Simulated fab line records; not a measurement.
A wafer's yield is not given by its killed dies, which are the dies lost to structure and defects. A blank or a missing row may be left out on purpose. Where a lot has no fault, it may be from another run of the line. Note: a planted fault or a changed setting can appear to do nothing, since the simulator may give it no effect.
Comparing a struck lot with a sound one || flow n5Finfet || 16 steps out of a route of 1938
Sound: these wafers, L989.2, L989.4, L989.5. Wafers L101.2, L101.3, L101.4 were the ones struck. The cause comes at the end.
Each step with rows lists, per side, the tool, then ch with its chambers, then its first start. Under that, the readings that differ: sound wafers || struck wafers || difference of the means || sigmas: that difference in standard deviations of wafers without a fault.
alike: readings whose means differ by less than 2 such deviations, and words and numbers that are the same on both sides. not compared: withheld readings, readings that some wafer has no value for, bounds like >300 that may hide the same value, and numbers for which the record gives no deviation and whose values overlap.
The two part at a step that has a row with sigmas, a row that says differs or no value, or rows on one side only. Non-overlapping numbers with no deviation appear without sigmas and do not part them. A reading that every wafer of one side lacks parts them only if that side has two wafers or more.

N5_FIN_SAQP_HM_OPEN_73: chemistry CHF3/O2, target SiO2, stops on a-Si, target depth 12 nm, time 16.8 s.
  sound on rieDiel-03 ch 2,3, day 1 23:34; struck on rieDiel-01 ch 0,2,3, day 4 22:56
  alike: O2_flow_sccm, drypumpMotorCurrentA, oesProductAu, rfVppV, showerheadPlenumPTorr, throttleValvePct
  not compared: rfHoursCounterH
then, 1 step without rows for these wafers: N5_FIN_SAQP_STRIP_74 (strips in CHF3/O2).
N5_FIN_SAQP_MANDREL_ETCH_22: etches a-Si in HBr/Cl2, stops on SiNx, target depth 60 nm, bt time 10 s, time 30 s.
  sound on rieSi-01 ch 0,2, day 1 23:39; struck on rieSi-04 ch 0,1,3, day 4 23:01
  alike: drypumpMotorCurrentA, oesProductAu, throttleValvePct
  not compared: rfHoursCounterH
N5_FIN_SAQP_STRIP_55: strips in N2/H2.
  sound on rieDiel-01 ch 0,1, day 1 23:45; struck on rieDiel-01 ch 0,2, day 4 23:07
  alike: drypumpMotorCurrentA, oesProductAu, rfVppV, showerheadPlenumPTorr, tempC, throttleValvePct
  not compared: rfHoursCounterH
then, 2 steps without rows for these wafers: N5_FIN_SAQP_STRIP_23 (strips in SPM, time 750 s); N5_FIN_SAQP_SRD_66 (time 30 s).
N5_FIN_SAQP_RECESS_75: chemistry HF/NH3, target SiO2, target depth 14.4 nm, afs cycles 3, sublimation time 60 s.
  sound on vaporEtch-01 ch 0,1, day 2 00:04; struck on vaporEtch-02 ch 0,1, day 4 23:27
  alike: drypumpMotorCurrentA, tempC
N5_FIN_SAQP_SPACER1_ALD_24: deposits SiO2, target thk 20.3 nm, pulse time 1 s, purge time 2 s.
  sound on aldSin-02 ch 0,1,2, day 2 01:11; struck on aldSin-03 ch 0,1,2, day 5 01:08
  alike: heaterPowerW, precursorPulseHeightRel
then, 2 steps without rows for these wafers: N5_FIN_SAQP_SPACER1_ETCHBACK_25 (etches SiO2 in CHF3/O2, target depth 24.4 nm, time 12.2 s); N5_FIN_SAQP_MANDREL1_REMOVE_56 (chemistry HBr/Cl2/O2, target a-Si, stops on SiNx, bt time 10 s).
N5_FIN_SAQP_CD_MEAS_27 targets a cd of 20 nm.
  sound on cdSem-01 ch 0, day 2 02:17; struck on cdSem-01 ch 0, day 5 02:06
  alike: cdNm
then, 1 step without rows for these wafers: N5_FIN_SAQP_ETCH_57 (etches SiNx in CH3F/O2, target depth 32.5 nm, time 46.4 s).
N5_FIN_SAQP_ETCH_65: etches SiO2 in CF4, target depth 4 nm, time 4.4 s.
  sound on rieSi-05 ch 0,1,2, day 2 02:26; struck on rieSi-05 ch 0,1,3, day 5 02:16
{"reading": "model.etch.depthNm (nm)", "sound": "3.846 4.141 3.931", "struck": "3.7 3.648 3.486", "difference": -0.4, "sigmas": ""}
  alike: drypumpMotorCurrentA, oesProductAu, throttleValvePct
  not compared: rfHoursCounterH
then, 1 step without rows for these wafers: N5_FIN_SAQP_MANDREL_ETCH_58 (etches a-Si in HBr/Cl2, stops on SiNx, target depth 45 nm, bt time 10 s, time 27 s).
-- record jumps: 9 days separate the struck wafers' starts on either side; left off in module FIN_SAQP, taken up again in module BEOL_M4, whose first shown step is the route's number 1111 --
N5_BEOL_M4_RC_MEAS_101:
  sound on prober-01 ch 0, day 9 18:02; struck on prober-02 ch 0, day 13 19:52
  alike: DIBL_N, DIBL_P, IOFF_N, IOFF_P, ION_N, ION_P, SS_N, SS_P, VT_N, VT_P
next, for these wafers, 1 step has no rows: N5_PASSIVATION_PROBE_49.

## WHERE THEY PART
Nowhere in this record.

WHY: what the simulator had put in
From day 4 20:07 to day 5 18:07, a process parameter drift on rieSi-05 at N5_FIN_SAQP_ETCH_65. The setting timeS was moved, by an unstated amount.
